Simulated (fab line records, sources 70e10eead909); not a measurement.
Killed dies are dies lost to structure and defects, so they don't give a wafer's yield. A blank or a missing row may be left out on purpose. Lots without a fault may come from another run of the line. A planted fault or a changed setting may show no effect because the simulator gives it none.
fab line records | flow nand_harc
record lots=12 wafers=34 last_day=33
route steps=1302 shown P_CONTACT@218 END@1302
lots that met no fault: from a run of the same line without faults
start_h: hours from the record's first day to the start of the lot's first wafer shown | wait_h: hours since the lot's step before | " the same as in the row above | L1.1+2: a row that stands for several wafers | - no value, or no start given | * or withheld: withheld | < > ~ a bound
route shown NAME@n: a module of which the file shows steps, and the number in the route of the first | usual: mean/standard deviation of fault-free wafers | same: alike in all rows | chamber/n: place in a boat | sites: the reading at each site | _std_site: their standard deviation | _edge_site: outer sites' mean less inner sites' | radius_mm: how far each site lies from the wafer's centre | mask NAME#n: copy n | behind: the tool/chamber that last shaped the wafer | hold: why the lot was held/for how many hours/how that ended | device: the transistor (n, p or np) that didn't switch | end of line: the same wafers' tests at the end of the route | a step without rows: its recipe alone | killed: dies lost to structure and defects at the first sort, not the wafer's yield | map: a wafer's dies, x killed, . not, _ none there
set.NAME: the setting as run; set.NAME@STEP: as run at that earlier step | model.NAME: the simulator's own value behind a step, which no gauge read
steps of the route over a sample of lots; a table a step, a row a wafer
services: from which hour (start_h, from the record's first day; less than 0 if before it) a tool's chamber was out of use, for how many hours, and why
## steps
# step NHARC_P_CONTACT_DEP_00
# recipe target_thk_a=5000 temp_c=400 pressure_torr=6.5 rf_w=900 teos_flow_sccm=161.4 flow_sccm=2650 target_thk_nm=500 gas=O2 material=SiO2
# usual heater_power_w=526/100 throttle_valve_pct=15.8/0.58
# columns lot.wafer tool chamber start_h wait_h heater_power_w throttle_valve_pct
L147.3 pecvd-02 0 - - 639 16.7
L147.2 " 1 " " 604 14.9
L147.5 " 2 " " 503 15.3
L148.1 pecvd-04 2 - - 338 15.4
L148.4 " 0 " " 523 16.1
L148.6 " 1 " " 571 16.4
L149.2 pecvd-03 1 - - 613 15.7
L149.4 " 0 " " 575 16.3
L149.5 " 1 " " 463 15.5
L150.1 pecvd-04 1 - - 599 16.7
L150.2 " 2 " " 329 14.9
L150.5 " 2 " " 355 15.0
L151.2 pecvd-04 1 - - 548 16.7
L151.6 " 1 " " 563 16.2
L151.5 " 0 " " 482 16.1
L153.2 pecvd-02 0 - - 618 16.9
L153.3 " 1 " " 594 15.2
L153.5 " 0 " " 629 16.6
L160.2 pecvd-04 0 - - 491 16.3
L160.1 " 1 " " 586 16.8
L160.6 " 2 " " 381 15.4
L161.1 pecvd-02 0 - - 711 16.3
L161.5 " 1 " " 608 15.2
L161.4 " 0 " " 532 16.4
L164.6 pecvd-04 0 - - 445 15.9
L165.1 pecvd-04 1 - - 562 16.1
L165.3 " 2 " " 381 15.0
L165.2 " 0 " " 398 16.0
L169.1 pecvd-04 0 - - 411 16.1
L169.6 " 0 " " 421 16.0
L169.5 " 1 " " 453 16.1
L170.1 pecvd-04 1 - - 472 16.1
L170.3 " 2 " " 409 14.9
L170.4 " 2 " " 413 15.3
# step NHARC_P_CONTACT_CMP_01
# recipe target_thk_nm=200 material=SiO2
# usual motor_current_A=11.8/1.2 pad_life_wafers=173/94 retaining_ring_pressure_frac=1.000/0.0051
# columns lot.wafer tool chamber start_h wait_h motor_current_A pad_life_wafers retaining_ring_pressure_frac
L147.2 cmp-03 3 118.67 - 11.8 199 1.008
L147.3 " 1 " " 11.8 201 1.002
L147.5 " 2 " " 12.9 - 0.994
L148.4 cmp-01 1 126.88 - 14.1 145 1.007
L148.1 " 3 " " 11.4 147 0.997
L148.6 " 1 " " 13.7 - 1.007
L149.2 cmp-01 1 138.95 - 14.1 180 1.002
L149.4 " 0 " " 10.6 183 0.996
L149.5 " 2 " " 12.2 - 1.000
L150.1 cmp-04 3 143.00 - 9.9 98 1.001
L150.2 " 0 " " 12.4 99 1.001
L150.5 " 1 " " 10.7 - 1.001
L151.2 cmp-04 1 158.96 - 11.6 165 1.003
L151.6 " 2 " " 10.2 - 0.989
L151.5 " 3 " " 9.4 - 1.005
L153.3 cmp-03 1 183.03 - 12.7 49 1.002
L153.2 " 3 " " 11.7 51 0.996
L153.5 " 1 " " 11.7 - 1.008
L160.1 cmp-04 3 248.45 - 9.9 140 1.000
L160.2 " 0 " " 12.4 141 1.009
L160.6 " 1 " " 10.9 - 1.002
L161.1 cmp-01 0 260.36 - 11.1 253 0.996
L161.4 " 1 " " 14.3 254 0.994
L161.5 " 3 " " 11.4 - 1.003
L164.6 cmp-04 2 287.90 - 10.2 - 0.998
L165.2 cmp-03 0 302.83 - 13.5 150 1.002
L165.3 " 1 " " 12.3 151 1.008
L165.1 " 2 " " 12.4 152 0.991
L169.1 cmp-03 3 335.42 - 11.8 327 1.004
L169.5 " 0 " " 13.5 - 0.995
L169.6 " 1 " " 12.7 - 0.998
L170.4 cmp-03 2 351.89 - 12.4 372 0.997
L170.3 " 3 " " 11.5 373 1.000
L170.1 " 0 " " 13.0 374 1.011
# step NHARC_P_CONTACT_INSPECT_14
# usual raw_defect_count=3.9/2
# columns lot.wafer tool chamber start_h wait_h hold raw_defect_count
L147.2 defect_inspect-02 - 119.60 0.0 - 3
L147.3 " - " " - 1
L147.5 " - " " - 1
L148.1 defect_inspect-01 - 127.81 0.0 - 3
L148.4 " - " " - 3
L148.6 " - " " - 3
L149.2 defect_inspect-02 - 139.91 0.0 - 5
L149.4 " - " " - 2
L149.5 " - " " - 2
L150.1 defect_inspect-01 - 143.90 0.0 - 4
L150.2 " - " " - 2
L150.5 " - " " - 5
L151.2 defect_inspect-01 - 159.72 0.0 - 6
L151.5 " - " " - 8
L151.6 " - " " - 6
L153.2 defect_inspect-02 - 183.83 0.0 - 3
L153.3 " - " " - 8
L153.5 " - " " - 5
L160.1 defect_inspect-01 - 249.35 0.0 - 3
L160.2 " - " " - 5
L160.6 " - " " - 5
L161.1 defect_inspect-01 - 261.28 0.0 - 2
L161.4 " - " " - 6
L161.5 " - " " - 2
L164.6 defect_inspect-01 - 288.61 0.0 await_dispo/0.2h/release 270
L164.6 defect_inspect-01 - 288.78 0.2 - 267
L165.1 defect_inspect-01 - 303.66 0.0 - 3
L165.2 " - " " - 4
L165.3 " - " " - 5
L169.1 defect_inspect-01 - 336.31 0.0 - 5
L169.5 " - " " - 2
L169.6 " - " " - 3
L170.1 defect_inspect-01 - 352.72 0.0 - 3
L170.3 " - " " - 0
L170.4 " - " " - 3
# step NHARC_P_CONTACT_STRIP_28
# recipe o2_flow_sccm=500 ar_flow_sccm=0 bias_w=0 chemistry=O2
# usual drypump_motor_current_A=5.8/0.32 oes_product_au=0.999/0.01 rf_vpp_V=57.7/0.91 showerhead_plenum_p_Torr=3.49/0.13 throttle_valve_pct=17.036/0.0083
# columns lot.wafer tool chamber start_h wait_h drypump_motor_current_A oes_product_au rf_hours_counter_h rf_vpp_V showerhead_plenum_p_Torr throttle_valve_pct
L147.3 rie_diel-02 1 120.61 0.1 5.9 1.009 1.9 57.6 3.42 17.037
L147.2 " 2 " " 5.8 1.003 1.4 58.9 3.64 17.039
L147.5 " 2 " " 5.8 1.002 - 58.0 3.64 17.026
L148.4 rie_diel-02 3 128.85 0.1 5.3 1.000 2.0 57.4 3.54 17.051
L148.1 " 0 " " 6.4 0.998 1.8 58.8 3.65 17.051
L148.6 " 2 " " 5.8 0.986 - 57.1 3.64 17.048
L149.4 rie_diel-10 0 141.06 0.1 6.0 0.989 4.4 57.8 3.67 17.039
L149.2 " 3 " " 5.7 0.989 4.4 57.6 3.32 17.031
L149.5 " 1 " " 6.2 0.990 - 59.7 3.48 17.037
L150.1 rie_diel-10 0 144.94 0.1 6.0 1.013 5.2 59.5 3.67 17.039
L150.2 " 2 " " 5.9 1.011 4.6 56.7 3.35 17.043
L150.5 " 0 " " 5.9 1.012 - 58.0 3.67 17.046
L151.2 rie_diel-02 2 160.74 0.1 5.8 0.993 2.8 58.8 3.64 17.031
L151.5 " 2 " " 5.8 0.995 - 57.9 3.64 17.038
L151.6 " 3 " " 5.4 0.994 - 57.1 3.54 17.031
L153.2 rie_diel-10 1 184.84 0.1 6.2 0.983 6.5 56.2 3.47 17.023
L153.3 " 0 " " 6.0 0.996 6.8 58.1 3.67 17.031
L153.5 " 0 " " 6.0 0.995 - 59.1 3.67 17.032
L160.1 rie_diel-02 3 250.36 0.1 5.4 0.983 0.3 57.1 3.54 17.026
L160.2 " 2 " " 5.8 0.979 0.3 57.6 3.63 17.041
L160.6 " 3 " " 5.4 0.983 - 57.9 3.54 17.042
L161.1 rie_diel-02 1 262.29 0.1 5.9 0.994 0.8 56.8 3.42 17.037
L161.4 " 2 " " 5.8 0.986 0.7 57.7 3.63 17.037
L161.5 " 2 " " 5.8 0.981 - 58.4 3.63 17.037
L164.6 rie_diel-01 0 298.62 0.1 5.9 1.000 - 56.3 3.35 17.024
L165.1 rie_diel-10 2 304.66 0.1 6.0 1.009 2.7 56.8 3.35 17.027
L165.2 " 3 " " 5.7 1.013 3.0 57.4 3.32 17.031
L165.3 " 1 " " 6.2 0.996 3.5 58.3 3.47 17.030
L169.1 rie_diel-01 2 337.34 0.1 5.1 1.000 4.1 57.1 3.32 17.032
L169.5 " 1 " " 6.1 0.998 - 56.8 3.40 17.017
L169.6 " 3 " " 6.0 0.995 - 57.6 3.56 17.026
L170.4 rie_diel-02 0 353.74 0.1 6.4 1.010 3.6 59.4 3.64 17.036
L170.1 " 1 " " 5.9 0.993 4.0 56.5 3.41 17.037
L170.3 " 2 " " 5.8 0.986 3.7 57.7 3.63 17.024
# step NHARC_P_CONTACT_CVD_23
# recipe target_thk_a=2000 temp_c=300 pressure_torr=40 wf6_flow_sccm=40 h2_flow_sccm=1600 ar_flow_sccm=1560 time_s=557 material=W
# usual heater_power_w=480/14 throttle_valve_pct=8.29/0.18
# columns lot.wafer tool chamber start_h wait_h heater_power_w throttle_valve_pct
L147.2 cvd_w-02 0 - - 456 8.24
L147.3 " 0 " " 472 8.09
L147.5 " 1 " " 472 8.57
L148.1 cvd_w-02 1 - - 485 8.09
L148.4 " 1 " " 472 8.44
L148.6 " 0 " " 460 8.37
L149.2 cvd_w-02 1 - - 476 8.52
L149.4 " 1 " " 486 8.30
L149.5 " 0 " " 472 8.41
L150.2 cvd_w-02 1 - - 480 8.29
L150.1 " 0 " " 477 8.38
L150.5 " 0 " " 464 8.08
L151.2 cvd_w-02 1 - - 472 8.59
L151.5 " 1 " " 479 8.49
L151.6 " 1 " " 478 8.18
L153.2 cvd_w-02 0 - - 480 8.41
L153.3 " 0 " " 469 8.44
L153.5 " 1 " " 481 8.37
L160.2 cvd_w-01 1 - - 458 8.13
L160.1 " 0 " " 495 8.23
L160.6 " 0 " " 493 8.08
L161.1 cvd_w-01 0 - - 500 8.34
L161.4 " 0 " " 494 8.31
L161.5 " 1 " " 451 7.95
L164.6 cvd_w-01 1 - - 453 8.21
L165.1 cvd_w-02 1 - - 506 8.25
L165.2 " 0 " " 497 8.36
L165.3 " 1 " " 501 8.22
L169.1 cvd_w-02 0 - - 495 8.47
L169.6 " 1 " " 506 8.00
L169.5 " 0 " " 487 8.40
L170.1 cvd_w-01 1 - - 468 8.16
L170.4 " 1 " " 459 8.03
L170.3 " 0 " " 495 8.56
# step NHARC_END_SORT_01
# recipe temp_c=25
# usual killed_at_array=58/17 killed_at_other=1.0/1.4 killed_at_periphery=3.6/2.4 killed_dies=62/17 killed_open=3.4/2 killed_short=2.2/1.6
# same gross_dies=677
# columns lot.wafer tool chamber start_h wait_h killed_at_array killed_at_other killed_at_periphery killed_dies killed_open killed_short
L164.6 prober-01 0 750.91 4.0 70 0 200 270 2 2
# killed by level:class
L164.6 P_CONTACT:unspecified=197 A_SLIT:chamber_film_flake=28 A_CHANNEL_HOLE_D1:chamber_film_flake=22 A_CHANNEL_HOLE_D2:chamber_film_flake=11 P_GATE:chamber_film_flake=2 A_ZERO_WELL:chamber_film_flake=2 P_M0:geometric_particle:open=1 A_DECK1_JOINT:geometric_particle:short=1
## services
# columns tool chamber start_h hours kind
rie_diel-10 1 106.55 3.6 repair
rie_diel-10 0 111.40 6.0 repair
cvd_w-02 0 113.48 7.1 repair
rie_diel-10 3 121.79 3.3 repair
rie_diel-02 1 137.89 5.4 repair
pecvd-04 2 145.47 6.3 repair
cvd_w-02 0 148.48 13.5 repair
cmp-03 - 162.02 4.0 pm
cmp-03 - 173.55 2.7 repair
rie_diel-10 0 174.25 1.4 repair
rie_diel-10 2 184.67 1.4 repair
rie_diel-02 - 216.70 9.0 pm
cmp-03 - 225.99 2.1 repair
cmp-03 - 235.35 0.8 repair
rie_diel-10 - 242.50 9.0 pm
cmp-03 - 257.46 2.6 repair
cvd_w-02 - 259.82 1.3 repair
cvd_w-02 - 269.00 13.0 pm
pecvd-04 - 269.45 13.0 pm
rie_diel-02 2 317.76 6.8 repair
rie_diel-02 1 320.40 1.3 repair
cvd_w-02 - 325.73 0.3 repair
rie_diel-10 1 329.78 10.5 repair
rie_diel-10 1 354.49 4.6 repair
## key
first_sign step=NHARC_P_CONTACT_INSPECT_14 reading=visit direction=added
effect step=NHARC_P_CONTACT_INSPECT_14 reading=raw_defect_count direction=up sigmas=99+ usual=3.9 struck=270
effect step=NHARC_END_SORT_01 reading=killed_at_periphery direction=up sigmas=81 usual=3.6 struck=200
more_kills_born_at NHARC_P_CONTACT_CMP_01@cmp-04=197
met_at NHARC_P_CONTACT_CMP_01
struck_lots L164
struck_wafers L164.6
tester_left_out L164
not_acting_at NHARC_P_CONTACT_DEP_00,NHARC_P_CONTACT_STRIP_28,NHARC_P_CONTACT_CVD_23
onset_between 158.96 287.90
fault kind=chamber_particle_source tool=cmp-04 chamber=2 onset_h=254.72 steps=NHARC_P_CONTACT_CMP_01 rate_per_visit_cm2=0.40199 end_h=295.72
# tester_left_out: of these lots the tester's yield and bins aren't shown, on N5 and GAA mostly nor the transistor test; their killed dies are dies lost to structure and defects alone, not to doping, threshold or leakage, so they don't give the yield
